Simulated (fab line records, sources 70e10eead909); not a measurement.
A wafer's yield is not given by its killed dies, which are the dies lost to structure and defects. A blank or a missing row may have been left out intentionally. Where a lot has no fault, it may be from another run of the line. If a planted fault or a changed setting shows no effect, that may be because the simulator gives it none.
fab line records + flow nand-harc
record:
- lots: 5
- wafers: 15
- last-day: 31
route steps=1302 shown A_M0@1146 A_M1@1169 END@1302
lots untouched by any fault: they come from a run of this same line in which no faults occurred
start-h: hours from the record's opening day to when the first of the lot's shown wafers began + wait-h: time in hours since the lot's previous step + " identical to the entry in the row above + L1.1+2: a row that stands for several wafers + - no value, or no start was given + * or withheld: withheld + < > ~ a bound
route shown NAME@n: NAME is a module with steps in the file, n the number in the route of the first one + usual: the fault-free wafers' mean and standard deviation + same: alike in all rows + chamber/n: place in a boat + sites: each site's reading + _std_site: standard deviation across them + _edge_site: mean of outer sites minus mean of inner sites + radius-mm: how far each site lies from the wafer's centre + mask NAME#n: copy n + behind: the tool/chamber that last shaped the wafer + hold: reason for holding the lot/hours on hold/outcome of the hold + device: which transistor (n, p or np) failed to switch + end of line: at the end of the route, the tests of the same wafers + a step given without rows: its recipe and nothing more + killed: dies that structure and defects cost at the first sort, which is not the same as the wafer's yield + map: dies across one wafer; x = killed, . = not, _ = none there
set.NAME: the setting the step ran with; set.NAME@STEP: the setting that earlier step ran with + model.NAME: the simulator's own value behind a step, which no gauge read
a table for each step, a row for each wafer; lots at some steps of the route
services: when a tool's chamber went out of use (start-h, in hours from the record's first day, below 0 if earlier), for how many hours, and the reason
== steps ==
step: NHARC_A_M0_DEVELOP_08
recipe:
- develop-time-s: 35
- dev-temp-c: 23
step: NHARC_A_M0_DESCUM_14
recipe:
- time-s: 3
- o2-flow-sccm: 200
- ar-flow-sccm: 0
- bias-power-w: 0
- chemistry: O2
step: NHARC_A_M0_ETCH_34
recipe:
- target-depth-a: 400
- overetch-a: 120
- time-s: 43.94
- ion-energy-ev: 200
- n2-flow-sccm: 150
- h2-flow-sccm: 150
- ar-flow-sccm: 0
- rf-w: 400
- bias-w: 150
- chemistry: N2/H2
step: NHARC_A_M0_ETCH_15
recipe:
- target-depth-a: 1500
- overetch-a: 150
- time-s: 82.5
- c4f8-flow-sccm: withheld
- ar-flow-sccm: 400
- rf-w: 600
- bias-w: 300
- chemistry: C4F8/Ar
step: NHARC_A_M0_STRIP_18
recipe:
- power-w: 1000
- n2-flow-sccm: 150
- h2-flow-sccm: 150
- ar-flow-sccm: 0
- bias-w: 0
- chemistry: N2/H2
step: NHARC_A_M0_STRIP_19
recipe:
- time-s: 600
- temp-c: 30
- chemistry: post-etch-residue-remover
step: NHARC_A_M0_DEGAS_28
recipe:
- temp-c: 250
- time-s: 60
step: NHARC_A_M0_PRE_CLEAN_29
recipe:
- time-s: 30
- temp-c: 280
- gas: H2/He
step: NHARC_A_M0_PVD_20
recipe:
- target-thk-a: 50
- bias-v: 168.6
- power-w: 15000
- chamber-pressure-pa: 0.12
- time-s: 8.06
- substrate-temp-c: 50
- material: TaN
usual:
- throttle-valve-pct: 29.9/1.4
| lot.wafer | tool           | chamber | start-h | wait-h | throttle-valve-pct |
|-----------|----------------|---------|---------|--------|--------------------|
| L646.2    | pvd-sputter-01 | -       | 535.60  | -      | 30.5               |
| L646.4    | "              | -       | "       | "      | 30.5               |
| L646.5    | "              | -       | "       | "      | 28.2               |
| L649.3    | pvd-sputter-01 | -       | 551.65  | -      | 29.8               |
| L649.2    | "              | -       | "       | "      | 28.3               |
| L649.4    | "              | -       | "       | "      | 30.5               |
| L651.4    | pvd-sputter-01 | -       | 572.45  | -      | 30.1               |
| L651.2    | "              | -       | "       | "      | 29.9               |
| L651.6    | "              | -       | "       | "      | 30.0               |
| L652.2    | pvd-sputter-01 | -       | 574.98  | -      | 30.4               |
| L652.1    | "              | -       | "       | "      | 29.7               |
| L652.3    | "              | -       | "       | "      | 30.1               |
| L665.3    | pvd-sputter-02 | -       | 710.98  | -      | 30.7               |
| L665.1    | "              | -       | "       | "      | 29.9               |
| L665.5    | "              | -       | "       | "      | 30.2               |
step: NHARC_A_M0_PVD_21
recipe:
- target-thk-a: 300
- chamber-pressure-pa: 5
- power-w: 5000
- substrate-temp-c: 30
- time-s: 20.49
- material: Cu
step: NHARC_A_M0_ECD_22
recipe:
- target-thk-a: 4000
- bath-temp-c: 25
- material: Cu
step: NHARC_A_M0_ANNEAL_30
recipe:
- temp-c: 225
- time-s: 90
step: NHARC_A_M0_CMP_23
recipe:
- t-overpolish-s: 20
- target-thk-nm: 113.75
step: NHARC_A_M0_SRD_25
step: NHARC_A_M0_PRE_CLEAN_31
recipe:
- time-s: 12
- temp-c: 370
- rf-power-w: 300
- gas: NH3
step: NHARC_A_M0_DEP_32
recipe:
- target-thk-a: 300
- temp-c: 370
- target-thk-nm: 30
- pressure-torr: 3
- flow-sccm: 200
- rf-w: 450
- material: SiCN
step: NHARC_A_M1_DEP_00
recipe:
- target-thk-a: 1825
- target-thk-nm: 182.5
- temp-c: withheld
- pressure-torr: 5
- flow-sccm: 200
- rf-w: 600
- material: SiOC
step: NHARC_A_M1_DEHYDRATE_01
recipe:
- temp-c: 150
- time-s: 120
step: NHARC_A_M1_HMDS_02
recipe:
- time-s: 30
step: NHARC_A_M1_COAT_34
recipe:
- temp-c: 200
- time-s: 65
step: NHARC_A_M1_COAT_03
recipe:
- spin-rpm: 1500
- resist-thk-nm: 90
step: NHARC_A_M1_SOFTBAKE_04
recipe:
- temp-c: 105
- time-s: 55
step: NHARC_A_M1_EBR_05
step: NHARC_A_M1_EXPOSE_06
recipe:
- na: 1.35
- target-cd-nm: 120
- dose-mj: 75.13
- mask-id: A_M1
step: NHARC_A_M1_PEB_07
recipe:
- peb-temp-c: 100
- peb-time-s: 65
step: NHARC_A_M1_DEVELOP_08
recipe:
- develop-time-s: 35
- dev-temp-c: 23
step: NHARC_A_M1_DESCUM_14
recipe:
- time-s: 3
- o2-flow-sccm: 200
- ar-flow-sccm: 0
- bias-power-w: 0
- chemistry: O2
step: NHARC_A_M1_ETCH_35
recipe:
- target-depth-a: 400
- overetch-a: 120
- time-s: 43.94
- ion-energy-ev: 200
- n2-flow-sccm: 150
- h2-flow-sccm: 150
- ar-flow-sccm: 0
- rf-w: 400
- bias-w: 150
- chemistry: N2/H2
step: NHARC_A_M1_ETCH_15
recipe:
- target-depth-a: 1825
- time-s: 91.2
- c4f8-flow-sccm: withheld
- ar-flow-sccm: 400
- rf-w: 600
- bias-w: 300
- chemistry: C4F8/Ar
step: NHARC_A_M1_STRIP_18
recipe:
- power-w: 1000
- n2-flow-sccm: 150
- h2-flow-sccm: 150
- ar-flow-sccm: 0
- bias-w: 0
- chemistry: N2/H2
step: NHARC_A_M1_ETCH_28
recipe:
- target-depth-a: 300
- over-etch-frac: 0.3
- time-s: 72.99
- ion-energy-ev: 150
- cf4-flow-sccm: 50
- n2-flow-sccm: 100
- ar-flow-sccm: 150
- rf-w: 300
- bias-w: 100
- chemistry: CF4/N2
step: NHARC_END_SORT_01
recipe:
- temp-c: 25
usual:
- defect-limited-yield: 90/3.1
- killed-at-array: 59/20
- killed-at-other: 0.8/1.1
- killed-at-periphery: 5/3.1
- killed-dies: 64/21
- killed-open: 3.4/1.9
- killed-short: 2.3/1.7
same:
- gross-dies: 677
| lot.wafer | tool      | chamber | start-h | wait-h | defect-limited-yield[%] | killed-at-array | killed-at-other | killed-at-periphery | killed-dies | killed-open | killed-short |
|-----------|-----------|---------|---------|--------|-------------------------|-----------------|-----------------|---------------------|-------------|-------------|--------------|
| L649.2    | prober-02 | 0       | 588.34  | 2.8    | 74                      | 173             | 0               | 2                   | 175         | 4           | 1            |
| L649.3    | prober-02 | 0       | 589.15  | 3.1    | 81                      | 131             | 0               | 1                   | 132         | 3           | 2            |
| L649.4    | prober-02 | 0       | 589.95  | 3.4    | 78                      | 144             | 1               | 3                   | 148         | 2           | 2            |
| L652.1    | prober-02 | 0       | 609.84  | 2.5    | 83                      | 111             | 1               | 2                   | 114         | 7           | 1            |
| L652.2    | prober-02 | 0       | 610.64  | 2.8    | 83                      | 111             | 1               | 1                   | 113         | 5           | 2            |
| L652.3    | prober-02 | 0       | 611.44  | 3.1    | 80                      | 130             | 0               | 3                   | 133         | 2           | 1            |
| L651.2    | prober-01 | 0       | 610.66  | 2.8    | 75                      | 166             | 0               | 0                   | 166         | 4           | 0            |
| L651.4    | prober-01 | 0       | 612.26  | 3.4    | 79                      | 138             | 0               | 3                   | 141         | 2           | 5            |
| L651.6    | prober-01 | 0       | 613.85  | 4.0    | 78                      | 148             | 1               | 1                   | 150         | 0           | 1            |
killed by level:class
L649.2 A_M0:unspecified=95 A_SLIT:chamber-film-flake=33 A_CHANNEL_HOLE_D2:chamber-film-flake=32 A_STAIRCASE:chamber-film-flake=8 P_CONTACT:geometric-particle:open=1 A_ONON_D1:geometric-particle:short=1 A_ONON_D2:geometric-particle:open=1 A_CONTACT:geometric-particle:open=1
L649.3 A_M0:unspecified=69 A_SLIT:chamber-film-flake=24 A_CHANNEL_HOLE_D2:chamber-film-flake=21 A_STAIRCASE:chamber-film-flake=7 A_M0:geometric-particle:open=2 A_CONTACT:chamber-film-flake=2 A_CHANNEL_HOLE_D1:geometric-particle:short=1 A_ONON_D2:geometric-particle:short=1
L649.4 A_M0:unspecified=68 A_CHANNEL_HOLE_D2:chamber-film-flake=32 A_SLIT:chamber-film-flake=31 A_STAIRCASE:chamber-film-flake=5 A_CHANNEL_HOLE_D1:chamber-film-flake=4 A_CONTACT:chamber-film-flake=2 P_CONTACT:geometric-particle:short=1 P_M0:geometric-particle:open=1
L652.1 A_M0:unspecified=75 A_CHANNEL_HOLE_D2:chamber-film-flake=18 A_SLIT:chamber-film-flake=4 A_CONTACT:chamber-film-flake=4 A_CHANNEL_HOLE_D1:chamber-film-flake=3 P_CONTACT:geometric-particle:open=1 A_CHANNEL_FILL_D2:geometric-particle:open=1 A_STAIRCASE:geometric-particle:open=1
L652.2 A_M0:unspecified=68 A_CHANNEL_HOLE_D2:chamber-film-flake=24 A_CONTACT:chamber-film-flake=6 A_M0:geometric-particle:open=2 A_ZERO_WELL:chamber-film-flake=2 A_CHANNEL_HOLE_D1:chamber-film-flake=2 A_SLIT:chamber-film-flake=2 A_ONON_D1:geometric-particle:short=1
L651.2 A_M0:unspecified=87 A_CHANNEL_HOLE_D1:chamber-film-flake=33 A_SLIT:chamber-film-flake=30 A_CHANNEL_HOLE_D2:chamber-film-flake=6 A_CHANNEL_FILL_D2:geometric-particle:open=2 A_M0:geometric-particle:open=2 A_STAIRCASE:chamber-film-flake=2 A_CONTACT:chamber-film-flake=2
L652.3 A_M0:unspecified=88 A_CHANNEL_HOLE_D2:chamber-film-flake=33 A_SLIT:chamber-film-flake=2 A_CONTACT:chamber-film-flake=2 P_M1:geometric-particle:open=1 A_CHANNEL_FILL_D1:geometric-particle:short=1 A_CHANNEL_FILL_D1:geometric-particle:open=1 P_STI:chamber-film-flake=1
L651.4 A_M0:unspecified=76 A_SLIT:chamber-film-flake=23 A_CHANNEL_HOLE_D1:chamber-film-flake=16 A_CHANNEL_HOLE_D2:chamber-film-flake=13 A_CHANNEL_FILL_D1:geometric-particle:short=3 A_M0:chamber-film-flake=3 P_CONTACT:geometric-particle:open=1 P_M0:geometric-particle:short=1
L651.6 A_M0:unspecified=79 A_CHANNEL_HOLE_D1:chamber-film-flake=31 A_SLIT:chamber-film-flake=23 A_CHANNEL_HOLE_D2:chamber-film-flake=9 A_CONTACT:chamber-film-flake=2 A_ONON_D2:geometric-particle:short=1 P_M2:chamber-film-flake=1 A_DECK1_JOINT:chamber-film-flake=1
map L649.2 (x killed, . not)
____________.____________
_________......._________
_______x...x......_______
______.............______
_____.x............._____
____x.xx..x..........____
____.xx.....x........____
___.xxxx.....x........___
___xxxxx..............___
__.xxxx................__
__..xxxx............x..__
_..x.xxxxx.x............_
_...x.xx.x.............._
_....xxxxxxx............_
_.....xxxxxxx..........._
_.....xxxxxxxxx....x...._
......xxxxxxxx..........x
.....xxxxxxxxx.....x.....
.....xxxxxxxx......x....x
......xxxxxxxxx..x.......
......xxxxxxxx...........
_....x.xxxxxxx.........._
_.....xxxxxxxx.........._
_...x..xxxxxx..........._
_.....xxxxx.x..........._
_........x.x............_
__.....................__
__........x............__
___......x..x.........___
___...xx.x..x.........___
____....xxxxx........____
____.....xxxx........____
_____..x.xxx...x...._____
______...xxx.xx....______
_______..xxx.x...._______
_________xxx...._________
____________.____________
map L651.2 (x killed, . not)
____________.____________
_________.x....._________
_______..........._______
______.............______
_____x.............._____
____x..x.............____
____.x.xx.x..........____
___..xxxx.............___
___x.xxx.x.......x....___
__..xxxx.x.............__
__...xxxx..............__
_..xxxxxxx.............._
_..x..xx....x..........._
_.....x................._
_.x...x............x...._
_....x..........x.xx...._
................xxxxxxx..
...............xxxxxxx...
...............xxxxxxxx..
...............xxxxxxx...
...............xxxxxxxx.x
_..............xxxxxxxxx_
_..............xxxxxxxx._
_....x.........xxxxxxx.._
_..............xxxxxx.x._
_...............xxxxxxx._
__.............x.xxxx..__
__.........x.......xx..__
___........x.x....xx..___
___.......xx.x........___
____....xxxx.........____
____.x...xxxx...x....____
_____....xxxxx......_____
______...xxxxx.....______
_______..xxx.xx..._______
_________xx....._________
____________x____________
== services ==
| tool           | chamber | start-h | hours | kind   |
|----------------|---------|---------|-------|--------|
| pvd-sputter-01 | -       | 582.00  | 10.0  | pm     |
| pvd-sputter-02 | -       | 638.03  | 10.0  | pm     |
| pvd-sputter-01 | -       | 645.71  | 4.6   | repair |
| pvd-sputter-01 | -       | 698.62  | 2.1   | repair |
| pvd-sputter-02 | -       | 699.18  | 7.9   | repair |
| pvd-sputter-01 | -       | 703.64  | 3.8   | repair |
== key ==
first-sign:
- step: NHARC_END_SORT_01
- reading: killed-at-array
- direction: up
- sigmas: 4.1
- usual: 59
- struck: 139
effect:
- step: NHARC_END_SORT_01
- reading: killed-dies
- direction: up
- sigmas: 3.7
- usual: 64
- struck: 141
more-kills-born-at:
- NHARC_A_M0_PVD_20@pvd-sputter-01: 705
met-at NHARC_A_M0_PVD_20
struck-wafers L649.2,L649.3,L649.4,L651.2,L651.4,L651.6,L652.1,L652.2,L652.3
onset-between 535.60 551.65
fault:
- kind: chamber-particle-source
- tool: pvd-sputter-01
- chamber: -
- onset-h: 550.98
- steps: NHARC_A_M0_PVD_20
- rate-per-visit-cm2: 1.1071
- end-h: 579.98
